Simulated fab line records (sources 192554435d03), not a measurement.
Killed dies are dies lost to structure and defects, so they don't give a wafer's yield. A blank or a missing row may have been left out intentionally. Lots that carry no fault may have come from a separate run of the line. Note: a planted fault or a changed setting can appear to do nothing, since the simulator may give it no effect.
Split-lot trial :: flow n5-finfet :: on a route of 1938 steps: 7 lots, 21 wafers read

== THE SPLIT ==
At N5_BEOL_M0_SAQP_ETCH_106 (etches SOC in N2/H2, stops on SiNx, target depth 150 nm), the setting target-depth-a was moved away from the recipe's 1500 angstrom on 4 of the 21 wafers read, by -10.6% to -5.3%. This setting was run at the recipe's value on the other wafers.

Reading taken at the split's own step.

== THE READING ==
SOC_of_BEOL_M0_SAQP_COAT_105.thk-nm (the simulator's own value, which no gauge read), in nm, at N5_BEOL_M0_SAQP_ETCH_106 (etches SOC in N2/H2, stops on SiNx, target depth 150 nm). The file gives no usual value for it. The 17 wafers here that ran the recipe average 24.1 nm, standard deviation 1.2 nm.

wafer: L074.2
tool, chamber at the split: rie-diel-03, 1
target-depth-a as run, angstrom: 1500
against the recipe: recipe
SOC_of_BEOL_M0_SAQP_COAT_105.thk-nm, nm: 24.6
against lot-mates on the recipe: -

wafer: L074.3
tool, chamber at the split: rie-diel-03, 3
target-depth-a as run, angstrom: 1500
against the recipe: recipe
SOC_of_BEOL_M0_SAQP_COAT_105.thk-nm, nm: 23.8
against lot-mates on the recipe: -

wafer: L074.4
tool, chamber at the split: rie-diel-03, 0
target-depth-a as run, angstrom: 1500
against the recipe: recipe
SOC_of_BEOL_M0_SAQP_COAT_105.thk-nm, nm: 25.8
against lot-mates on the recipe: -

wafer: L075.2
tool, chamber at the split: rie-diel-03, 0
target-depth-a as run, angstrom: 1402
against the recipe: -6.5%
SOC_of_BEOL_M0_SAQP_COAT_105.thk-nm, nm: 31.2
against lot-mates on the recipe: +6.9

wafer: L075.3
tool, chamber at the split: rie-diel-03, 3
target-depth-a as run, angstrom: 1500
against the recipe: recipe
SOC_of_BEOL_M0_SAQP_COAT_105.thk-nm, nm: 24.2
against lot-mates on the recipe: -

wafer: L075.6
tool, chamber at the split: rie-diel-03, 2
target-depth-a as run, angstrom: 1500
against the recipe: recipe
SOC_of_BEOL_M0_SAQP_COAT_105.thk-nm, nm: 24.4
against lot-mates on the recipe: -

wafer: L077.1
tool, chamber at the split: rie-diel-01, 3
target-depth-a as run, angstrom: 1500
against the recipe: recipe
SOC_of_BEOL_M0_SAQP_COAT_105.thk-nm, nm: 25.2
against lot-mates on the recipe: -

wafer: L077.5
tool, chamber at the split: rie-diel-01, 3
target-depth-a as run, angstrom: 1341
against the recipe: -10.6%
SOC_of_BEOL_M0_SAQP_COAT_105.thk-nm, nm: 32.2
against lot-mates on the recipe: +7.0

wafer: L077.6
tool, chamber at the split: rie-diel-01, 0
target-depth-a as run, angstrom: 1341
against the recipe: -10.6%
SOC_of_BEOL_M0_SAQP_COAT_105.thk-nm, nm: 31.8
against lot-mates on the recipe: +6.6

wafer: L078.1
tool, chamber at the split: rie-diel-05, 3
target-depth-a as run, angstrom: 1500
against the recipe: recipe
SOC_of_BEOL_M0_SAQP_COAT_105.thk-nm, nm: 23.2
against lot-mates on the recipe: -

wafer: L078.3
tool, chamber at the split: rie-diel-05, 0
target-depth-a as run, angstrom: 1500
against the recipe: recipe
SOC_of_BEOL_M0_SAQP_COAT_105.thk-nm, nm: 21
against lot-mates on the recipe: -

wafer: L078.6
tool, chamber at the split: rie-diel-05, 3
target-depth-a as run, angstrom: 1500
against the recipe: recipe
SOC_of_BEOL_M0_SAQP_COAT_105.thk-nm, nm: 23.6
against lot-mates on the recipe: -

wafer: L088.2
tool, chamber at the split: rie-diel-05, 0
target-depth-a as run, angstrom: 1500
against the recipe: recipe
SOC_of_BEOL_M0_SAQP_COAT_105.thk-nm, nm: 22.2
against lot-mates on the recipe: -

wafer: L088.4
tool, chamber at the split: rie-diel-05, 3
target-depth-a as run, angstrom: 1500
against the recipe: recipe
SOC_of_BEOL_M0_SAQP_COAT_105.thk-nm, nm: 25.6
against lot-mates on the recipe: -

wafer: L088.5
tool, chamber at the split: rie-diel-05, 3
target-depth-a as run, angstrom: 1500
against the recipe: recipe
SOC_of_BEOL_M0_SAQP_COAT_105.thk-nm, nm: 25.4
against lot-mates on the recipe: -

wafer: L095.1
tool, chamber at the split: rie-diel-03, 1
target-depth-a as run, angstrom: 1500
against the recipe: recipe
SOC_of_BEOL_M0_SAQP_COAT_105.thk-nm, nm: 24.2
against lot-mates on the recipe: -

wafer: L095.3
tool, chamber at the split: rie-diel-03, 2
target-depth-a as run, angstrom: 1500
against the recipe: recipe
SOC_of_BEOL_M0_SAQP_COAT_105.thk-nm, nm: 24.8
against lot-mates on the recipe: -

wafer: L095.5
tool, chamber at the split: rie-diel-03, 1
target-depth-a as run, angstrom: 1421
against the recipe: -5.3%
SOC_of_BEOL_M0_SAQP_COAT_105.thk-nm, nm: 28.8
against lot-mates on the recipe: +4.3

wafer: L096.1
tool, chamber at the split: rie-diel-01, 3
target-depth-a as run, angstrom: 1500
against the recipe: recipe
SOC_of_BEOL_M0_SAQP_COAT_105.thk-nm, nm: 24.8
against lot-mates on the recipe: -

wafer: L096.3
tool, chamber at the split: rie-diel-01, 0
target-depth-a as run, angstrom: 1500
against the recipe: recipe
SOC_of_BEOL_M0_SAQP_COAT_105.thk-nm, nm: 23.6
against lot-mates on the recipe: -

wafer: L096.5
tool, chamber at the split: rie-diel-01, 0
target-depth-a as run, angstrom: 1500
against the recipe: recipe
SOC_of_BEOL_M0_SAQP_COAT_105.thk-nm, nm: 23
against lot-mates on the recipe: -

FIT RESULTS
A straight line over all 21 wafers: SOC_of_BEOL_M0_SAQP_COAT_105.thk-nm changes by -0.804 nm for each +1% of target-depth-a; r = -0.92; the points scatter about the line by 1.2 nm.
The same after taking each lot's own level away (the mean of its wafers on the recipe; 21 wafers): -0.711 nm for each +1%; r = -0.92; scatter 1.1 nm.
According to that fit, moving target-depth-a by its largest amount changes the reading by 7.5 nm.
The span of the lots' own levels, 22.60 to 25.20 nm, comes to 2.1 times the standard deviation stated above.
So the lot-to-lot level changes the slope: the two fits differ.
Check: +7.97 nm against its lot-mates is what the line predicts for one of the wafers moved furthest among these (-10.6%) when that wafer is left out of the fit. It came out at +7 nm against them.

== OTHER SPLITS ON THESE WAFERS ==
Note: prior to the reading, these wafers also went through further splits. Each is held against what the fit with the lots' levels taken away leaves over:
other split on the same wafers: N5_SD_ACTIVATION_LSA_01 temp-c
wafers away from the commonest value: 1
r with SOC_of_BEOL_M0_SAQP_COAT_105.thk-nm (lot level and that fit taken away): -0.21

other split on the same wafers: N5_GATE_CUT_ALD_22 ald-cycles
wafers away from the commonest value: 12
r with SOC_of_BEOL_M0_SAQP_COAT_105.thk-nm (lot level and that fit taken away): +0.32

other split on the same wafers: N5_MOL_CONTACT_COAG_COAT_62 spin-rpm
wafers away from the commonest value: 4
r with SOC_of_BEOL_M0_SAQP_COAT_105.thk-nm (lot level and that fit taken away): -0.45

other split on the same wafers: N5_MOL_CONTACT_COAG_COAT_64 spin-rpm
wafers away from the commonest value: 9
r with SOC_of_BEOL_M0_SAQP_COAT_105.thk-nm (lot level and that fit taken away): -0.18

other split on the same wafers: N5_BEOL_M0_SAQP_SPACER1_ALD_98 ald-cycles
wafers away from the commonest value: 4
r with SOC_of_BEOL_M0_SAQP_COAT_105.thk-nm (lot level and that fit taken away): -0.12

== FILE'S OWN FIT ==
SOC_of_BEOL_M0_SAQP_COAT_105.thk-nm changes by -0.765 nm for each +1% of target-depth-a, r = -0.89.
